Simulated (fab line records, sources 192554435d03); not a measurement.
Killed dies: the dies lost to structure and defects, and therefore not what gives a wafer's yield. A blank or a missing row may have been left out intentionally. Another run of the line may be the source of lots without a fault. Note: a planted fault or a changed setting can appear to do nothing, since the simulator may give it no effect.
Check for tools in common / flow n5Finfet / 9 lots, 27 wafers sampled

WHY IT WAS OPENED
Of 9 lots, 2 have the reading RS_SD_N flagged at N5_SD_ACTIVATION_RS_MEAS_03. Fault-free wafers read 21.80 ohm/sq, with a standard deviation of 0.28.
Rule: a lot is flagged when every wafer of it that has a number lies more than 4 standard deviations from that mean, or none has a number. The rest of the lots are taken to be sound.

lot=L942; measured=day 3 09:10; on=filmMetro-02; RS_SD_N (ohm/sq), wafer by wafer=21.71 21.77 21.53; flag=
lot=L945; measured=day 4 06:07; on=filmMetro-01; RS_SD_N (ohm/sq), wafer by wafer=21.69 21.55 21.35; flag=
lot=L946; measured=day 4 12:32; on=filmMetro-02; RS_SD_N (ohm/sq), wafer by wafer=21.94 22.04 22.01; flag=
lot=L948; measured=day 4 22:13; on=filmMetro-02; RS_SD_N (ohm/sq), wafer by wafer=21.93 21.42 21.52; flag=
lot=L954; measured=day 6 17:12; on=filmMetro-01; RS_SD_N (ohm/sq), wafer by wafer=23.19 23.16 22.93; flag=FLAGGED
lot=L956; measured=day 6 22:51; on=filmMetro-02; RS_SD_N (ohm/sq), wafer by wafer=22.99 23.63 23.11; flag=FLAGGED
lot=L961; measured=day 8 12:17; on=filmMetro-01; RS_SD_N (ohm/sq), wafer by wafer=21.74 21.55 21.66; flag=
lot=L963; measured=day 8 19:39; on=filmMetro-02; RS_SD_N (ohm/sq), wafer by wafer=21.60 21.80 21.71; flag=
lot=L965; measured=day 9 10:23; on=filmMetro-02; RS_SD_N (ohm/sq), wafer by wafer=21.79 22.13 22.20; flag=
On average the flagged lots' numbers are 23.17 ohm/sq, which is +1.37 ohm/sq against the usual, or +5 standard deviations.

EACH LOT AND THE TOOL IT RAN ON
The record holds 4 process steps before the reading, out of a route of 1938 steps. Each cell gives the tool, then ch followed by the chambers the sampled wafers passed through, then the start.
lot=L942; flag=; N5_SD_EPI_N_VAPOR_ETCH_50=epiRpcvd-02 ch 0, day 3 02:06; N5_SD_EPI_N_LINER_46=aldSin-04 ch 0,1,3, day 3 04:23; N5_SD_EPI_P_ETCH_36=rieDiel-04 ch 0,2, day 3 05:02; N5_SD_ACTIVATION_LSA_01=laserAnneal-01 ch 0, day 3 08:58
lot=L945; flag=; N5_SD_EPI_N_VAPOR_ETCH_50=epiRpcvd-02 ch 0, day 3 21:37; N5_SD_EPI_N_LINER_46=aldSin-02 ch 2,3, day 4 01:14; N5_SD_EPI_P_ETCH_36=rieDiel-05 ch 0,2, day 4 02:00; N5_SD_ACTIVATION_LSA_01=laserAnneal-01 ch 0, day 4 05:55
lot=L946; flag=; N5_SD_EPI_N_VAPOR_ETCH_50=epiRpcvd-03 ch 0, day 4 05:19; N5_SD_EPI_N_LINER_46=aldSin-02 ch 0,1,3, day 4 07:36; N5_SD_EPI_P_ETCH_36=rieDiel-04 ch 0,2, day 4 08:23; N5_SD_ACTIVATION_LSA_01=laserAnneal-01 ch 0, day 4 12:20
lot=L948; flag=; N5_SD_EPI_N_VAPOR_ETCH_50=epiRpcvd-02 ch 0, day 4 14:59; N5_SD_EPI_N_LINER_46=aldSin-04 ch 2,3, day 4 17:19; N5_SD_EPI_P_ETCH_36=rieDiel-04 ch 0,1,2, day 4 18:05; N5_SD_ACTIVATION_LSA_01=laserAnneal-01 ch 0, day 4 22:02
lot=L954; flag=FLAGGED; N5_SD_EPI_N_VAPOR_ETCH_50=epiRpcvd-01 ch 0, day 6 06:12; N5_SD_EPI_N_LINER_46=aldSin-02 ch 0,2,3, day 6 08:24; N5_SD_EPI_P_ETCH_36=rieDiel-02 ch 0,1,3, day 6 09:10; N5_SD_ACTIVATION_LSA_01=laserAnneal-01 ch 0, day 6 17:00
lot=L956; flag=FLAGGED; N5_SD_EPI_N_VAPOR_ETCH_50=epiRpcvd-03 ch 0, day 6 15:17; N5_SD_EPI_N_LINER_46=aldSin-03 ch 1,2,3, day 6 17:36; N5_SD_EPI_P_ETCH_36=rieDiel-02 ch 0,2,3, day 6 18:24; N5_SD_ACTIVATION_LSA_01=laserAnneal-01 ch 0, day 6 22:38
lot=L961; flag=; N5_SD_EPI_N_VAPOR_ETCH_50=epiRpcvd-02 ch 0, day 8 02:51; N5_SD_EPI_N_LINER_46=aldSin-03 ch 0,1, day 8 04:59; N5_SD_EPI_P_ETCH_36=rieDiel-04 ch 1,3, day 8 05:38; N5_SD_ACTIVATION_LSA_01=laserAnneal-02 ch 0, day 8 12:05
lot=L963; flag=; N5_SD_EPI_N_VAPOR_ETCH_50=epiRpcvd-02 ch 0, day 8 10:16; N5_SD_EPI_N_LINER_46=aldSin-02 ch 1,2,3, day 8 12:26; N5_SD_EPI_P_ETCH_36=rieDiel-05 ch 0,2, day 8 13:12; N5_SD_ACTIVATION_LSA_01=laserAnneal-02 ch 0, day 8 19:27
lot=L965; flag=; N5_SD_EPI_N_VAPOR_ETCH_50=epiRpcvd-03 ch 0, day 9 02:14; N5_SD_EPI_N_LINER_46=aldSin-04 ch 0,2,3, day 9 05:04; N5_SD_EPI_P_ETCH_36=rieDiel-02 ch 0,2,3, day 9 05:54; N5_SD_ACTIVATION_LSA_01=laserAnneal-02 ch 0, day 9 10:11
What the steps here do:
- N5_SD_EPI_N_VAPOR_ETCH_50: etches Si in HCl, time 54 s.
- N5_SD_EPI_N_LINER_46: material SiNx, target thk 3 nm.
- N5_SD_EPI_P_ETCH_36: etches SiARC in CF4, target depth 45.5 nm, time 75.8 s.
- N5_SD_ACTIVATION_LSA_01: time 0.0008 s.
- N5_SD_ACTIVATION_RS_MEAS_03: measures by four-point-probe.

FLAGGED OVER TOTAL, TOOL BY TOOL (the gauges that took the reading come last)
step=N5_SD_EPI_N_VAPOR_ETCH_50; tool=epiRpcvd-01; lots run=1; flagged=1; share of the flagged lots=some; sound lots run after its first flagged lot=0
step=N5_SD_EPI_N_VAPOR_ETCH_50; tool=epiRpcvd-02; lots run=5; flagged=0; share of the flagged lots=none; sound lots run after its first flagged lot=-
step=N5_SD_EPI_N_VAPOR_ETCH_50; tool=epiRpcvd-03; lots run=3; flagged=1; share of the flagged lots=some; sound lots run after its first flagged lot=1 (L965)
step=N5_SD_EPI_N_LINER_46; tool=aldSin-02; lots run=4; flagged=1; share of the flagged lots=some; sound lots run after its first flagged lot=1 (L963)
step=N5_SD_EPI_N_LINER_46; tool=aldSin-03; lots run=2; flagged=1; share of the flagged lots=some; sound lots run after its first flagged lot=1 (L961)
step=N5_SD_EPI_N_LINER_46; tool=aldSin-04; lots run=3; flagged=0; share of the flagged lots=none; sound lots run after its first flagged lot=-
step=N5_SD_EPI_P_ETCH_36; tool=rieDiel-02; lots run=3; flagged=2; share of the flagged lots=all; sound lots run after its first flagged lot=1 (L965)
step=N5_SD_EPI_P_ETCH_36; tool=rieDiel-04; lots run=4; flagged=0; share of the flagged lots=none; sound lots run after its first flagged lot=-
step=N5_SD_EPI_P_ETCH_36; tool=rieDiel-05; lots run=2; flagged=0; share of the flagged lots=none; sound lots run after its first flagged lot=-
step=N5_SD_ACTIVATION_LSA_01; tool=laserAnneal-01; lots run=6; flagged=2; share of the flagged lots=all; sound lots run after its first flagged lot=0
step=N5_SD_ACTIVATION_LSA_01; tool=laserAnneal-02; lots run=3; flagged=0; share of the flagged lots=none; sound lots run after its first flagged lot=-
step=N5_SD_ACTIVATION_RS_MEAS_03; tool=filmMetro-01; lots run=3; flagged=1; share of the flagged lots=some; sound lots run after its first flagged lot=1 (L961)
step=N5_SD_ACTIVATION_RS_MEAS_03; tool=filmMetro-02; lots run=6; flagged=1; share of the flagged lots=some; sound lots run after its first flagged lot=2 (L963,L965)

WHAT IS ALLOWED BY THE TABLE
Table rows that saw every flagged lot: 2, namely rieDiel-02 at N5_SD_EPI_P_ETCH_36 and laserAnneal-01 at N5_SD_ACTIVATION_LSA_01.
- rieDiel-02 at N5_SD_EPI_P_ETCH_36 ran 3 lots, 2 of them flagged. Sound lots ran on it after the first flagged one (L965), which a lasting fault on the whole tool wouldn't allow.
- laserAnneal-01 at N5_SD_ACTIVATION_LSA_01 ran 6 lots, 2 of them flagged. Last sound lot L948 at day 4 22:02, first flagged lot L954 at day 6 17:00; a fault beginning in between fits. Its own readings (wafer_temp_C_max) fall more than 4 standard deviations out on all wafers of the flagged lots.
What remains is a single tool, laserAnneal-01 at N5_SD_ACTIVATION_LSA_01.

WHAT WAS PUT IN BY THE SIMULATOR
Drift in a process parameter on laserAnneal-01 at N5_SD_ACTIVATION_LSA_01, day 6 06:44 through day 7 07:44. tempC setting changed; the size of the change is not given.
Shown lots that were struck: L954, L956. This agrees with what the rule above found.
